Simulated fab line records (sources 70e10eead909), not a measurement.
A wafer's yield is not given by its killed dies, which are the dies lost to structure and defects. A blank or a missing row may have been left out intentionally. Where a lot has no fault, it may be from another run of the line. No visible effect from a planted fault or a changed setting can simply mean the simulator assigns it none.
Matching of chambers / flow nand-harc / NHARC_A_STAIRCASE_CMP_472 on cmp-02 has 4 sister chambers
The step polishes SiO2. 20 wafers are shown with their chamber, then 10 later ones without.

## WAFERS WITH THEIR CHAMBER
wafer=L075.3; chamber=3; motor-current-A (A)=14.1
wafer=L075.4; chamber=0; motor-current-A (A)=12.0
wafer=L075.6; chamber=0; motor-current-A (A)=11.8
wafer=L074.2; chamber=2; motor-current-A (A)=9.7
wafer=L074.3; chamber=0; motor-current-A (A)=11.6
wafer=L074.4; chamber=1; motor-current-A (A)=12.7
wafer=L076.1; chamber=3; motor-current-A (A)=13.8
wafer=L076.5; chamber=0; motor-current-A (A)=11.4
wafer=L076.6; chamber=3; motor-current-A (A)=13.5
wafer=L079.1; chamber=2; motor-current-A (A)=9.8
wafer=L079.2; chamber=1; motor-current-A (A)=12.4
wafer=L079.6; chamber=0; motor-current-A (A)=11.5
wafer=L078.1; chamber=2; motor-current-A (A)=9.9
wafer=L078.2; chamber=1; motor-current-A (A)=12.7
wafer=L078.4; chamber=0; motor-current-A (A)=11.4
wafer=L086.1; chamber=2; motor-current-A (A)=9.5
wafer=L086.5; chamber=1; motor-current-A (A)=12.0
wafer=L086.6; chamber=2; motor-current-A (A)=9.4
wafer=L085.1; chamber=1; motor-current-A (A)=12.9
wafer=L085.4; chamber=0; motor-current-A (A)=11.0

SIGNATURES (averages over the wafers above)
reading=motor-current-A; chamber 0=11.529; chamber 1=12.540; chamber 2=9.660; chamber 3=13.800; scatter within a chamber=0.302
Rule: distance of a wafer from a chamber = root of the sum over the readings of ((wafer's reading minus chamber's mean) / reading's scatter) squared. If the next closest chamber is less than 2 further off than the closest, the wafer can't be placed; otherwise it belongs to the closest. How the scatter is found: for the shown wafers, subtract from each reading the mean of its chamber, square and add these, divide the total by (wafers less chambers), then take the root.

## WAFERS WITH NO CHAMBER GIVEN
wafer=L085.6; motor-current-A (A)=11.8
wafer=L088.2; motor-current-A (A)=13.6
wafer=L088.3; motor-current-A (A)=11.4
wafer=L088.6; motor-current-A (A)=11.9
wafer=L089.1; motor-current-A (A)=9.8
wafer=L089.5; motor-current-A (A)=14.0
wafer=L089.6; motor-current-A (A)=11.4
wafer=L090.4; motor-current-A (A)=12.2
wafer=L090.5; motor-current-A (A)=9.9
wafer=L090.6; motor-current-A (A)=13.7

## WHICH CHAMBER EACH WENT THROUGH
wafer=L085.6; from the rows above=can't be placed: 0 or 1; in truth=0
wafer=L088.2; from the rows above=3; in truth=3
wafer=L088.3; from the rows above=0; in truth=0
wafer=L088.6; from the rows above=can't be placed: 0 or 1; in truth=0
wafer=L089.1; from the rows above=2; in truth=2
wafer=L089.5; from the rows above=3; in truth=3
wafer=L089.6; from the rows above=0; in truth=0
wafer=L090.4; from the rows above=can't be placed: 1 or 0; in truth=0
wafer=L090.5; from the rows above=2; in truth=2
wafer=L090.6; from the rows above=3; in truth=3
Correct placement for 7 of the 10. Not placeable from these rows: 3 (in 3, the candidates include the true chamber). Placed wrongly: 0.
